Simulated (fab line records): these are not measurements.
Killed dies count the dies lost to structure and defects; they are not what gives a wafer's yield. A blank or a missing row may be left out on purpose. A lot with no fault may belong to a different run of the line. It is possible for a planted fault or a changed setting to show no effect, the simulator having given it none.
Split-lot experiment / flow n5 finfet / on a route of 1938 steps: 7 lots, 21 wafers read

== THE SPLIT ITSELF ==
At N5_HKMG_FIN_ETCH_35 (etches SOC in N2/H2, target depth 215.8 nm, time 243.4 s), the setting time s was moved away from the recipe's 243.4 s on 10 of the 21 wafers read, by -19.9% to +21.8%. All remaining wafers had this setting at the recipe value.

The reading is taken at the split's own step.

== THE READING ==
SOC_of_HKMG_FIN_COAT_29.thk nm (the simulator's own value, which no gauge read), in nm, at N5_HKMG_FIN_ETCH_35 (etches SOC in N2/H2, target depth 215.8 nm, time 243.4 s). No usual value for it is given in the file. Average 83.9 nm, standard deviation 2.6 nm, over the 11 wafers here run with the recipe.

wafer=L075.1; tool, chamber at the split=rie diel-04, 3; time s as run, s=295.2; against the recipe=+21.3%; SOC_of_HKMG_FIN_COAT_29.thk nm, nm=42.6; against lot-mates on the recipe=-45.0
wafer=L075.3; tool, chamber at the split=rie diel-04, 0; time s as run, s=295.2; against the recipe=+21.3%; SOC_of_HKMG_FIN_COAT_29.thk nm, nm=45; against lot-mates on the recipe=-42.6
wafer=L075.4; tool, chamber at the split=rie diel-04, 2; time s as run, s=243.4; against the recipe=recipe; SOC_of_HKMG_FIN_COAT_29.thk nm, nm=87.6; against lot-mates on the recipe=-
wafer=L077.2; tool, chamber at the split=rie diel-05, 3; time s as run, s=195; against the recipe=-19.9%; SOC_of_HKMG_FIN_COAT_29.thk nm, nm=125.4; against lot-mates on the recipe=+44.0
wafer=L077.4; tool, chamber at the split=rie diel-05, 0; time s as run, s=195; against the recipe=-19.9%; SOC_of_HKMG_FIN_COAT_29.thk nm, nm=129.8; against lot-mates on the recipe=+48.4
wafer=L077.6; tool, chamber at the split=rie diel-05, 1; time s as run, s=243.4; against the recipe=recipe; SOC_of_HKMG_FIN_COAT_29.thk nm, nm=81.4; against lot-mates on the recipe=-
wafer=L084.1; tool, chamber at the split=rie diel-04, 2; time s as run, s=243.4; against the recipe=recipe; SOC_of_HKMG_FIN_COAT_29.thk nm, nm=89.2; against lot-mates on the recipe=-
wafer=L084.2; tool, chamber at the split=rie diel-04, 0; time s as run, s=199.4; against the recipe=-18.1%; SOC_of_HKMG_FIN_COAT_29.thk nm, nm=130.2; against lot-mates on the recipe=+44.0
wafer=L084.3; tool, chamber at the split=rie diel-04, 3; time s as run, s=243.4; against the recipe=recipe; SOC_of_HKMG_FIN_COAT_29.thk nm, nm=83.2; against lot-mates on the recipe=-
wafer=L088.2; tool, chamber at the split=rie diel-01, 2; time s as run, s=243.4; against the recipe=recipe; SOC_of_HKMG_FIN_COAT_29.thk nm, nm=86.2; against lot-mates on the recipe=-
wafer=L088.3; tool, chamber at the split=rie diel-01, 3; time s as run, s=243.4; against the recipe=recipe; SOC_of_HKMG_FIN_COAT_29.thk nm, nm=84.6; against lot-mates on the recipe=-
wafer=L088.6; tool, chamber at the split=rie diel-01, 1; time s as run, s=243.4; against the recipe=recipe; SOC_of_HKMG_FIN_COAT_29.thk nm, nm=83; against lot-mates on the recipe=-
wafer=L089.1; tool, chamber at the split=rie diel-01, 0; time s as run, s=296.5; against the recipe=+21.8%; SOC_of_HKMG_FIN_COAT_29.thk nm, nm=37.4; against lot-mates on the recipe=-43.9
wafer=L089.5; tool, chamber at the split=rie diel-01, 0; time s as run, s=243.4; against the recipe=recipe; SOC_of_HKMG_FIN_COAT_29.thk nm, nm=81.6; against lot-mates on the recipe=-
wafer=L089.6; tool, chamber at the split=rie diel-01, 3; time s as run, s=243.4; against the recipe=recipe; SOC_of_HKMG_FIN_COAT_29.thk nm, nm=81; against lot-mates on the recipe=-
wafer=L091.1; tool, chamber at the split=rie diel-01, 1; time s as run, s=262.7; against the recipe=+7.9%; SOC_of_HKMG_FIN_COAT_29.thk nm, nm=67; against lot-mates on the recipe=-15.8
wafer=L091.2; tool, chamber at the split=rie diel-01, 3; time s as run, s=243.4; against the recipe=recipe; SOC_of_HKMG_FIN_COAT_29.thk nm, nm=82.8; against lot-mates on the recipe=-
wafer=L091.3; tool, chamber at the split=rie diel-01, 0; time s as run, s=262.7; against the recipe=+7.9%; SOC_of_HKMG_FIN_COAT_29.thk nm, nm=68; against lot-mates on the recipe=-14.8
wafer=L092.1; tool, chamber at the split=rie diel-01, 2; time s as run, s=225.6; against the recipe=-7.3%; SOC_of_HKMG_FIN_COAT_29.thk nm, nm=99.4; against lot-mates on the recipe=+17.4
wafer=L092.2; tool, chamber at the split=rie diel-01, 1; time s as run, s=225.6; against the recipe=-7.3%; SOC_of_HKMG_FIN_COAT_29.thk nm, nm=99.4; against lot-mates on the recipe=+17.4
wafer=L092.3; tool, chamber at the split=rie diel-01, 3; time s as run, s=243.4; against the recipe=recipe; SOC_of_HKMG_FIN_COAT_29.thk nm, nm=82; against lot-mates on the recipe=-

THE FIT
A straight line over all 21 wafers: SOC_of_HKMG_FIN_COAT_29.thk nm changes by -2.12 nm for each +1% of time s; r = -0.99; the points scatter about the line by 3.1 nm.
The same after taking each lot's own level away (the mean of its wafers on the recipe; 21 wafers): -2.18 nm for each +1%; r = -1.00; scatter 2.1 nm.
That fit puts the effect of the largest move of time s on the reading at 48 nm.
Measured against the standard deviation above, the lots' own levels, which go from 81.30 to 87.60 nm, span 2.4 times it.
So the lot-to-lot level changes the slope little: the two slopes agree.
Check: for one of the wafers moved furthest among these (+21.8%), held out of the fit, the line's prediction against its lot-mates is -47 nm. Against them it came out at -43.9 nm.

== THESE WAFERS: OTHER SPLITS ==
These wafers also went through other splits before the reading. Each is held against what the fit with the lots' levels taken away leaves over:
other split on the same wafers=N5_SD_EPI_P_ETCH_36 bias w; wafers away from the commonest value=7; r with SOC_of_HKMG_FIN_COAT_29.thk nm (lot level and that fit taken away)=-0.05
other split on the same wafers=N5_SDB_ETCH_18 source w; wafers away from the commonest value=7; r with SOC_of_HKMG_FIN_COAT_29.thk nm (lot level and that fit taken away)=-0.03
other split on the same wafers=N5_SDB_ALD_29 ald cycles; wafers away from the commonest value=9; r with SOC_of_HKMG_FIN_COAT_29.thk nm (lot level and that fit taken away)=-0.01

== THE WHOLE CHAIN: every reading that the file lists as answering this split, in the file's order ==
step=N5_HKMG_FIN_ETCH_35; what it does=etches SOC in N2/H2, target depth 215.8 nm, time 243.4 s; reading=HKMG_FIN.feature depth nm (the simulator's own value, which no gauge read); change (the file's fit)=+2.18 nm for each +1% of the setting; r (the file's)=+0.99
step=N5_HKMG_FIN_ETCH_35; what it does=etches SOC in N2/H2, target depth 215.8 nm, time 243.4 s; reading=etch.depth nm (the simulator's own value, which no gauge read); change (the file's fit)=+2.18 nm for each +1% of the setting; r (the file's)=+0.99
step=N5_HKMG_FIN_ETCH_35; what it does=etches SOC in N2/H2, target depth 215.8 nm, time 243.4 s; reading=SOC_of_HKMG_FIN_COAT_29.thk nm (the simulator's own value, which no gauge read); change (the file's fit)=-2.18 nm for each +1% of the setting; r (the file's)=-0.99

== THE FILE'S OWN FIT ==
SOC_of_HKMG_FIN_COAT_29.thk nm changes by -2.18 nm for each +1% of time s, r = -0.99.
